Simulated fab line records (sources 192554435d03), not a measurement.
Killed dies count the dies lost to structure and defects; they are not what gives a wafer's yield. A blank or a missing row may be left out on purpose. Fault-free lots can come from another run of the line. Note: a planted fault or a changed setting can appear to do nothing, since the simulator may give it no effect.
A struck lot beside a sound one    flow n5 finfet    16 steps out of a route of 1938
Sound: these wafers, L506.1, L506.4, L506.6. Struck: wafer L498.6 (left out: L498.5, a lot-mate that was not struck); the cause follows at the end.
At each step with rows: each side's tool, then ch and its chambers, then its first start. Under that, the readings that differ: sound wafers    struck wafers    difference of the means    sigmas: that difference in standard deviations of wafers without a fault.
alike: same words and numbers on both sides, and readings whose means sit less than 2 such deviations apart. not compared: any withheld reading, any reading some wafer has no value for, any bound like >300 that may hide the same value, and any number with overlapping values for which the record gives no deviation.
The two part at a step that has a row with sigmas, a row that says differs or no value, or rows on one side only. When numbers do not overlap yet have no deviation, they are printed without sigmas and do not part them. A reading missing from all wafers of one side parts the sides only when that side holds two or more wafers.

N5_SD_ACTIVATION_LSA_01: time 0.0008 s.
  sound on laser anneal-02 ch 0, day 8 15:13; struck on laser anneal-01 ch 0, day 6 11:28
  alike: wafer_temp_C_max
N5_SD_ACTIVATION_RS_MEAS_03: uses a four-point probe to measure.
  sound: film metro-01 at day 8 15:25; struck: film metro-01 at day 6 11:38
reading           sound           struck  difference  sigmas
RS_SD_P (ohm/sq)  57.6 57.7 57.4  55.9    -1.7        -2
  alike: RS_SD_N
N5_SD_ACTIVATION_INSPECT_02: inspects for defects (darkfield).
  sound: defect inspect-02 at day 8 15:44; struck: defect inspect-02 at day 6 11:52
  alike: raw defect count
N5_ILD0_LINER_00: material SiNx, target thk 4 nm, pulse time 1 s, purge time 2 s.
  sound on ald sin-04 ch 1,2, day 8 15:56; struck on ald sin-02 ch 2, day 6 12:06
  alike: heater power w, precursor pulse height rel
  not compared: since wet clean h
then, 2 steps without rows for these wafers: N5_ILD0_FCVD_FILL_01 (material SiO2 flowable, target thk 200 nm, time 328.3 s); N5_ILD0_CURE_02 (time 1800 s).
N5_ILD0_CMP_03: polishes, stops on SiNx, t overpolish 1.9 s, target thk 197.38 nm.
  sound on cmp-01 ch 0,1, day 8 18:18; struck on cmp-03 ch 0, day 6 14:25
  alike: motor current A, overpolish run s, time to endpoint s
N5_ILD0_THK_MEAS_04:
  sound: film metro-01 at day 8 18:36; struck: film metro-02 at day 6 14:34
  alike: thk nm
N5_ILD0_CMP_07: polishes SiO2 flowable, stops on poly-Si, t overpolish 1.18 s, target thk 138.88 nm.
  sound on cmp-03 ch 0,1,3, day 8 18:42; struck on cmp-01 ch 3, day 6 14:44
  alike: motor current A
N5_ILD0_THK_MEAS_08:
  sound: film metro-02 at day 8 18:55; struck: film metro-02 at day 6 14:53
reading      sound              struck  difference  sigmas
thk nm (nm)  139.3 138.1 139.6  136.8   -2.2        -3
then, 1 step without rows for these wafers: N5_ILD0_PRECLEAN_10 (cleans in NF3:NH3, afs cycles 5, time 20 s, sublimation time 60 s).
N5_ILD0_ALD_15: deposits SiNx, target thk 24 nm, pulse time 1 s, ald cycles 480.
  sound on ald sin-04 ch 0,2, day 8 20:13; struck on ald sin-03 ch 0, day 6 16:41
reading                                sound          struck  difference  sigmas
ald cycles                             480 480 480    870     +390        
heater power w (W)                     999 1022 1043  792     -229        -3
model.SiNx_of_ILD0_ALD_15.thk nm (nm)  24 24.2 24.2   43.4    +19.3       
  alike: precursor pulse height rel
  not compared: since wet clean h
N5_ILD0_CMP_12: polishes SiNx, stops on poly-Si, t overpolish 6 s, target thk 17.67 nm.
  sound on cmp-01 ch 0,1,3, day 8 22:27; struck on cmp-01 ch 1, day 6 17:58
reading                 sound           struck  difference  sigmas
time to endpoint s (s)  31.0 29.1 31.0  52.3    +21.9       +13
  alike: motor current A
N5_ILD0_THK_MEAS_13:
  sound: film metro-01 at day 8 22:42; struck: film metro-01 at day 6 18:06
reading      sound           struck  difference  sigmas
thk nm (nm)  18.2 18.0 18.3  16.2    -2.0        -2
-- the record jumps here: 4 days lie between the struck wafers' starts before and after (it left off in module ILD0 and takes up again in module BEOL_M4, whose first step shown is number 1111 of the route) --
N5_BEOL_M4_RC_MEAS_101:
  sound on prober-01 ch 0, day 13 07:43; struck on prober-01 ch 0, day 10 14:51
  alike: DIBL_N, DIBL_P, IOFF_N, IOFF_P, ION_N, ION_P, SS_N, SS_P, VT_N, VT_P
N5_PASSIVATION_PROBE_49:
  the record has rows for the sound wafers here (prober-02, day 17 08:50) and none for the struck ones

== WHERE THEY PART ==
At N5_SD_ACTIVATION_RS_MEAS_03 first; at N5_PASSIVATION_PROBE_49 last (within this record only).

WHY: what the simulator had put in
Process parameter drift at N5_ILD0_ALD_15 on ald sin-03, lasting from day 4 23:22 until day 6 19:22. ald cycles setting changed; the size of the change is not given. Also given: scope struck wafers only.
